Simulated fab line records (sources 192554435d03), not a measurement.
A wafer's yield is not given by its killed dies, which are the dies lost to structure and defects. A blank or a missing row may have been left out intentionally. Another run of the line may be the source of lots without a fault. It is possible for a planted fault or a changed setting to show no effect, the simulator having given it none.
Which tool is to blame? || flow n5 finfet || 31 wafers from 11 lots sampled at 5 of the route's 1938 steps

## WHAT THE GAUGES SHOWED, per wafer
The record holds no reading of a measuring or inspecting step that can be judged against a usual standard deviation.

## WHICH TOOL RAN EACH LOT (tool, then ch and the chambers of the sampled wafers, then the start)
{"lot": "L849", "N5_BEOL_M0_HM_STRIP_129": "wet bench-05 ch 0,3,4, day 6 05:52", "N5_MIM_TOP_LITHO_DESCUM_10": "rie diel-05 ch 1,2, day 11 17:55", "N5_MIM_BOT_ETCH_ETCH_04": "rie diel-06 ch 0,1,2, day 11 18:52", "N5_PASSIVATION_ETCH_15": "rie diel-03 ch 0,2,3, no start", "N5_PASSIVATION_PROBE_49": "-"}
{"lot": "L850", "N5_BEOL_M0_HM_STRIP_129": "wet bench-05 ch 1,5,6, day 6 14:53", "N5_MIM_TOP_LITHO_DESCUM_10": "rie diel-05 ch 1,2, day 13 05:55", "N5_MIM_BOT_ETCH_ETCH_04": "rie diel-06 ch 0,1,3, day 13 06:55", "N5_PASSIVATION_ETCH_15": "rie diel-02 ch 0,1, no start", "N5_PASSIVATION_PROBE_49": "-"}
{"lot": "L851", "N5_BEOL_M0_HM_STRIP_129": "wet bench-05 ch 2,6, day 6 23:39", "N5_MIM_TOP_LITHO_DESCUM_10": "rie diel-06 ch 0,1, day 13 07:26", "N5_MIM_BOT_ETCH_ETCH_04": "rie diel-04 ch 0,2, day 13 08:22", "N5_PASSIVATION_ETCH_15": "rie diel-03 ch 0,1, no start", "N5_PASSIVATION_PROBE_49": "-"}
{"lot": "L853", "N5_BEOL_M0_HM_STRIP_129": "wet bench-06 ch 1,2,4, day 7 11:23", "N5_MIM_TOP_LITHO_DESCUM_10": "rie diel-06 ch 0,3, day 13 13:54", "N5_MIM_BOT_ETCH_ETCH_04": "rie diel-05 ch 0,1,2, day 13 15:08", "N5_PASSIVATION_ETCH_15": "rie diel-03 ch 0,1, no start", "N5_PASSIVATION_PROBE_49": "-"}
{"lot": "L854", "N5_BEOL_M0_HM_STRIP_129": "wet bench-03 ch 1,6,7, day 7 16:32", "N5_MIM_TOP_LITHO_DESCUM_10": "rie diel-04 ch 0,1, day 13 05:44", "N5_MIM_BOT_ETCH_ETCH_04": "rie diel-06 ch 2,3, day 13 06:44", "N5_PASSIVATION_ETCH_15": "rie diel-01 ch 0,1,2, no start", "N5_PASSIVATION_PROBE_49": "-"}
{"lot": "L856", "N5_BEOL_M0_HM_STRIP_129": "wet bench-06 ch 4,5,6, day 8 02:26", "N5_MIM_TOP_LITHO_DESCUM_10": "rie diel-04 ch 1,3, day 14 09:57", "N5_MIM_BOT_ETCH_ETCH_04": "rie diel-06 ch 1,2, day 14 11:00", "N5_PASSIVATION_ETCH_15": "rie diel-02 ch 0,2, no start", "N5_PASSIVATION_PROBE_49": "-"}
{"lot": "L857", "N5_BEOL_M0_HM_STRIP_129": "wet bench-06 ch 1,2,6, day 8 06:22", "N5_MIM_TOP_LITHO_DESCUM_10": "rie diel-06 ch 1,2, day 14 09:55", "N5_MIM_BOT_ETCH_ETCH_04": "rie diel-05 ch 1,2, day 14 10:50", "N5_PASSIVATION_ETCH_15": "rie diel-03 ch 0,3, no start", "N5_PASSIVATION_PROBE_49": "-"}
{"lot": "L858", "N5_BEOL_M0_HM_STRIP_129": "wet bench-06 ch 3,4,7, day 8 14:12", "N5_MIM_TOP_LITHO_DESCUM_10": "rie diel-04 ch 0,1, day 14 20:19", "N5_MIM_BOT_ETCH_ETCH_04": "rie diel-05 ch 0,1,2, day 14 21:21", "N5_PASSIVATION_ETCH_15": "rie diel-01 ch 2,3, day 15 07:23 or earlier", "N5_PASSIVATION_PROBE_49": "prober-02, day 15 07:23"}
{"lot": "L862", "N5_BEOL_M0_HM_STRIP_129": "wet bench-03 ch 1,2,5, day 9 13:56", "N5_MIM_TOP_LITHO_DESCUM_10": "rie diel-06 ch 1,2,3, day 15 07:40", "N5_MIM_BOT_ETCH_ETCH_04": "rie diel-04 ch 2,3, day 15 08:34", "N5_PASSIVATION_ETCH_15": "rie diel-02 ch 0,1,2, no start", "N5_PASSIVATION_PROBE_49": "-"}
{"lot": "L867", "N5_BEOL_M0_HM_STRIP_129": "wet bench-05 ch 2,3,5, day 11 07:17", "N5_MIM_TOP_LITHO_DESCUM_10": "rie diel-04 ch 1,2, day 17 02:08", "N5_MIM_BOT_ETCH_ETCH_04": "rie diel-05 ch 2,3, day 17 03:04", "N5_PASSIVATION_ETCH_15": "rie diel-01 ch 0,1, no start", "N5_PASSIVATION_PROBE_49": "-"}
{"lot": "L870", "N5_BEOL_M0_HM_STRIP_129": "wet bench-03 ch 0,4, day 11 20:01", "N5_MIM_TOP_LITHO_DESCUM_10": "rie diel-05 ch 0,3, day 17 07:06", "N5_MIM_BOT_ETCH_ETCH_04": "rie diel-06 ch 2,3, day 17 07:56", "N5_PASSIVATION_ETCH_15": "rie diel-02 ch 1,3, no start", "N5_PASSIVATION_PROBE_49": "-"}
- N5_BEOL_M0_HM_STRIP_129: strips TiN in peroxide tin strip, target depth 17 nm, time 108 s.
- N5_MIM_TOP_LITHO_DESCUM_10: chemistry O2, time 7.9 s.
- N5_MIM_BOT_ETCH_ETCH_04: etches SiNx in CF4/O2, target depth 26 nm, time 13 s.
- N5_PASSIVATION_ETCH_15: etches SiCN in CF4/N2, target depth 75 nm, time 81.2 s.
- N5_PASSIVATION_PROBE_49

## WHAT THE TOOLS THEMSELVES READ (means of the sampled wafers that have a number; where no wafer has one, the mark that the record gives instead)
N5_MIM_TOP_LITHO_DESCUM_10.
{"lot": "L849", "tool": "rie diel-05", "drypump motor current A (A)": 5.3, "oes product au (a.u.)": 0.87, "rf vpp V (V)": 244.1, "showerhead plenum p Torr (Torr)": 2.18, "throttle valve pct (%)": 20.33}
{"lot": "L850", "tool": "rie diel-05", "drypump motor current A (A)": 5.3, "oes product au (a.u.)": 0.83, "rf vpp V (V)": 244.4, "showerhead plenum p Torr (Torr)": 2.14, "throttle valve pct (%)": 20.27}
{"lot": "L851", "tool": "rie diel-06", "drypump motor current A (A)": 5.5, "oes product au (a.u.)": 0.79, "rf vpp V (V)": 243.4, "showerhead plenum p Torr (Torr)": 2.03, "throttle valve pct (%)": 20.42}
{"lot": "L853", "tool": "rie diel-06", "drypump motor current A (A)": 6.1, "oes product au (a.u.)": 0.87, "rf vpp V (V)": 242.7, "showerhead plenum p Torr (Torr)": 2.05, "throttle valve pct (%)": 20.42}
{"lot": "L854", "tool": "rie diel-04", "drypump motor current A (A)": 6.2, "oes product au (a.u.)": 0.85, "rf vpp V (V)": 243.9, "showerhead plenum p Torr (Torr)": 2.15, "throttle valve pct (%)": 20.63}
{"lot": "L856", "tool": "rie diel-04", "drypump motor current A (A)": 6.1, "oes product au (a.u.)": 0.78, "rf vpp V (V)": 242.3, "showerhead plenum p Torr (Torr)": 2.04, "throttle valve pct (%)": 20.76}
{"lot": "L857", "tool": "rie diel-06", "drypump motor current A (A)": 5.0, "oes product au (a.u.)": 0.83, "rf vpp V (V)": 245.0, "showerhead plenum p Torr (Torr)": 2.15, "throttle valve pct (%)": 20.28}
{"lot": "L858", "tool": "rie diel-04", "drypump motor current A (A)": 6.1, "oes product au (a.u.)": 0.82, "rf vpp V (V)": 243.7, "showerhead plenum p Torr (Torr)": 2.14, "throttle valve pct (%)": 20.67}
{"lot": "L862", "tool": "rie diel-06", "drypump motor current A (A)": 5.3, "oes product au (a.u.)": 0.80, "rf vpp V (V)": 242.9, "showerhead plenum p Torr (Torr)": 2.11, "throttle valve pct (%)": 20.35}
{"lot": "L867", "tool": "rie diel-04", "drypump motor current A (A)": 5.8, "oes product au (a.u.)": 0.85, "rf vpp V (V)": 243.2, "showerhead plenum p Torr (Torr)": 2.10, "throttle valve pct (%)": 20.68}
{"lot": "L870", "tool": "rie diel-05", "drypump motor current A (A)": 5.5, "oes product au (a.u.)": 0.87, "rf vpp V (V)": 243.7, "showerhead plenum p Torr (Torr)": 2.18, "throttle valve pct (%)": 20.45}

N5_MIM_BOT_ETCH_ETCH_04.
{"lot": "L849", "tool": "rie diel-06", "O2_flow_sccm (sccm)": 9.997, "drypump motor current A (A)": 5.4, "oes_f_703_au (a.u.)": 0.79, "oes product au (a.u.)": 0.80, "rf vpp V (V)": 241, "showerhead plenum p Torr (Torr)": 2.22, "throttle valve pct (%)": 16.04}
{"lot": "L850", "tool": "rie diel-06", "O2_flow_sccm (sccm)": 9.978, "drypump motor current A (A)": 5.6, "oes_f_703_au (a.u.)": 0.78, "oes product au (a.u.)": 0.79, "rf vpp V (V)": 240, "showerhead plenum p Torr (Torr)": 2.18, "throttle valve pct (%)": 16.09}
{"lot": "L851", "tool": "rie diel-04", "O2_flow_sccm (sccm)": 10.006, "drypump motor current A (A)": 6.2, "oes_f_703_au (a.u.)": 0.76, "oes product au (a.u.)": 0.79, "rf vpp V (V)": 250, "showerhead plenum p Torr (Torr)": 2.21, "throttle valve pct (%)": 16.01}
{"lot": "L853", "tool": "rie diel-05", "O2_flow_sccm (sccm)": 10.014, "drypump motor current A (A)": 5.1, "oes_f_703_au (a.u.)": 0.87, "oes product au (a.u.)": 0.88, "rf vpp V (V)": 244, "showerhead plenum p Torr (Torr)": 2.28, "throttle valve pct (%)": 15.87}
{"lot": "L854", "tool": "rie diel-06", "O2_flow_sccm (sccm)": 9.983, "drypump motor current A (A)": 5.6, "oes_f_703_au (a.u.)": 0.73, "oes product au (a.u.)": 0.76, "rf vpp V (V)": 251, "showerhead plenum p Torr (Torr)": 2.25, "throttle valve pct (%)": 16.01}
{"lot": "L856", "tool": "rie diel-06", "O2_flow_sccm (sccm)": 10.040, "drypump motor current A (A)": 4.9, "oes_f_703_au (a.u.)": 0.88, "oes product au (a.u.)": 0.89, "rf vpp V (V)": 239, "showerhead plenum p Torr (Torr)": 2.22, "throttle valve pct (%)": 15.84}
{"lot": "L857", "tool": "rie diel-05", "O2_flow_sccm (sccm)": 10.005, "drypump motor current A (A)": 5.3, "oes_f_703_au (a.u.)": 0.80, "oes product au (a.u.)": 0.81, "rf vpp V (V)": 242, "showerhead plenum p Torr (Torr)": 2.24, "throttle valve pct (%)": 15.78}
{"lot": "L858", "tool": "rie diel-05", "O2_flow_sccm (sccm)": 9.995, "drypump motor current A (A)": 5.1, "oes_f_703_au (a.u.)": 0.85, "oes product au (a.u.)": 0.85, "rf vpp V (V)": 242, "showerhead plenum p Torr (Torr)": 2.28, "throttle valve pct (%)": 15.89}
{"lot": "L862", "tool": "rie diel-04", "O2_flow_sccm (sccm)": 9.993, "drypump motor current A (A)": 5.8, "oes_f_703_au (a.u.)": 0.76, "oes product au (a.u.)": 0.79, "rf vpp V (V)": 248, "showerhead plenum p Torr (Torr)": 2.13, "throttle valve pct (%)": 16.05}
{"lot": "L867", "tool": "rie diel-05", "O2_flow_sccm (sccm)": 10.029, "drypump motor current A (A)": 5.6, "oes_f_703_au (a.u.)": 0.79, "oes product au (a.u.)": 0.80, "rf vpp V (V)": 243, "showerhead plenum p Torr (Torr)": 2.20, "throttle valve pct (%)": 15.74}
{"lot": "L870", "tool": "rie diel-06", "O2_flow_sccm (sccm)": 10.003, "drypump motor current A (A)": 5.5, "oes_f_703_au (a.u.)": 0.69, "oes product au (a.u.)": 0.72, "rf vpp V (V)": 250, "showerhead plenum p Torr (Torr)": 2.25, "throttle valve pct (%)": 16.08}

N5_PASSIVATION_ETCH_15.
{"lot": "L849", "tool": "rie diel-03", "drypump motor current A (A)": 6.3, "n2 flow sccm (sccm)": 59.88, "oes product au (a.u.)": 0.76, "rf vpp V (V)": 383.6, "showerhead plenum p Torr (Torr)": 2.27, "throttle valve pct (%)": 15.37}
{"lot": "L850", "tool": "rie diel-02", "drypump motor current A (A)": 5.8, "n2 flow sccm (sccm)": 59.94, "oes product au (a.u.)": 0.76, "rf vpp V (V)": 380.8, "showerhead plenum p Torr (Torr)": 2.15, "throttle valve pct (%)": 15.61}
{"lot": "L851", "tool": "rie diel-03", "drypump motor current A (A)": 5.9, "n2 flow sccm (sccm)": 59.98, "oes product au (a.u.)": 0.71, "rf vpp V (V)": 383.9, "showerhead plenum p Torr (Torr)": 2.23, "throttle valve pct (%)": 15.57}
{"lot": "L853", "tool": "rie diel-03", "drypump motor current A (A)": 6.0, "n2 flow sccm (sccm)": 60.06, "oes product au (a.u.)": 0.71, "rf vpp V (V)": 383.7, "showerhead plenum p Torr (Torr)": 2.24, "throttle valve pct (%)": 15.51}
{"lot": "L854", "tool": "rie diel-01", "drypump motor current A (A)": 5.4, "n2 flow sccm (sccm)": 59.90, "oes product au (a.u.)": 0.82, "rf vpp V (V)": 382.4, "showerhead plenum p Torr (Torr)": 2.21, "throttle valve pct (%)": 15.37}
{"lot": "L856", "tool": "rie diel-02", "drypump motor current A (A)": 6.0, "n2 flow sccm (sccm)": 60.04, "oes product au (a.u.)": 0.78, "rf vpp V (V)": 383.9, "showerhead plenum p Torr (Torr)": 2.26, "throttle valve pct (%)": 15.49}
{"lot": "L857", "tool": "rie diel-03", "drypump motor current A (A)": 6.4, "n2 flow sccm (sccm)": 59.96, "oes product au (a.u.)": 0.78, "rf vpp V (V)": 384.8, "showerhead plenum p Torr (Torr)": 2.30, "throttle valve pct (%)": 15.33}
{"lot": "L858", "tool": "rie diel-01", "drypump motor current A (A)": 6.0, "n2 flow sccm (sccm)": 59.99, "oes product au (a.u.)": 0.89, "rf vpp V (V)": 381.5, "showerhead plenum p Torr (Torr)": 2.18, "throttle valve pct (%)": 15.27}
{"lot": "L862", "tool": "rie diel-02", "drypump motor current A (A)": 5.9, "n2 flow sccm (sccm)": 59.91, "oes product au (a.u.)": 0.76, "rf vpp V (V)": 381.9, "showerhead plenum p Torr (Torr)": 2.20, "throttle valve pct (%)": 15.58}
{"lot": "L867", "tool": "rie diel-01", "drypump motor current A (A)": 5.3, "n2 flow sccm (sccm)": 60.15, "oes product au (a.u.)": 0.74, "rf vpp V (V)": 383.0, "showerhead plenum p Torr (Torr)": 2.23, "throttle valve pct (%)": 15.39}
{"lot": "L870", "tool": "rie diel-02", "drypump motor current A (A)": 5.7, "n2 flow sccm (sccm)": 59.89, "oes product au (a.u.)": 0.95, "rf vpp V (V)": 383.2, "showerhead plenum p Torr (Torr)": 2.26, "throttle valve pct (%)": 15.39}

N5_PASSIVATION_PROBE_49.
{"lot": "L858", "tool": "prober-02", "defect limited yield (%)": 91.8, "killed_at_M0_to_M3": 47, "killed_at_M4_up": 9, "killed at contacts": 8, "killed at front end": 29, "killed at other": 2, "killed dies": 96, "killed on rim": 16, "killed open": 48, "killed short": 27, "sort_bin_4_leakage (%)": 0.03, "sort_bin_5_function (%)": 4.7, "sort_bin_6_memory (%)": 2.8, "sort n pass": 1084, "sort yield pct (%)": 91.8}

## THE ANSWER, worked out from the rows above alone
Rule: usual is defined by the lots themselves. The widest of any qualifying gaps counts: lots, ordered by their means at a reading, are off when they make up no more than a third of the lots, leave a main group of 4 or more, and stand apart from it by 3 or more times the standard deviation of that group's means. The tables above print the reading to a certain number of digits; a main group whose means all agree to those digits is not used. A lot without any number at a reading at which 4 lots or more have one is off too. Where the step has rows for the other lots, those lots are counted as sound. Order of review: gauges by route order, followed by the tools' own readings, for which a lot's mean as printed above is used. At the first step where some lot is off, the reading lying furthest off is the one used; lots without a number count as furthest.
Across all readings shown, no lot is off: no conclusion can be drawn from this.

## WHAT THE SIMULATOR PUT IN
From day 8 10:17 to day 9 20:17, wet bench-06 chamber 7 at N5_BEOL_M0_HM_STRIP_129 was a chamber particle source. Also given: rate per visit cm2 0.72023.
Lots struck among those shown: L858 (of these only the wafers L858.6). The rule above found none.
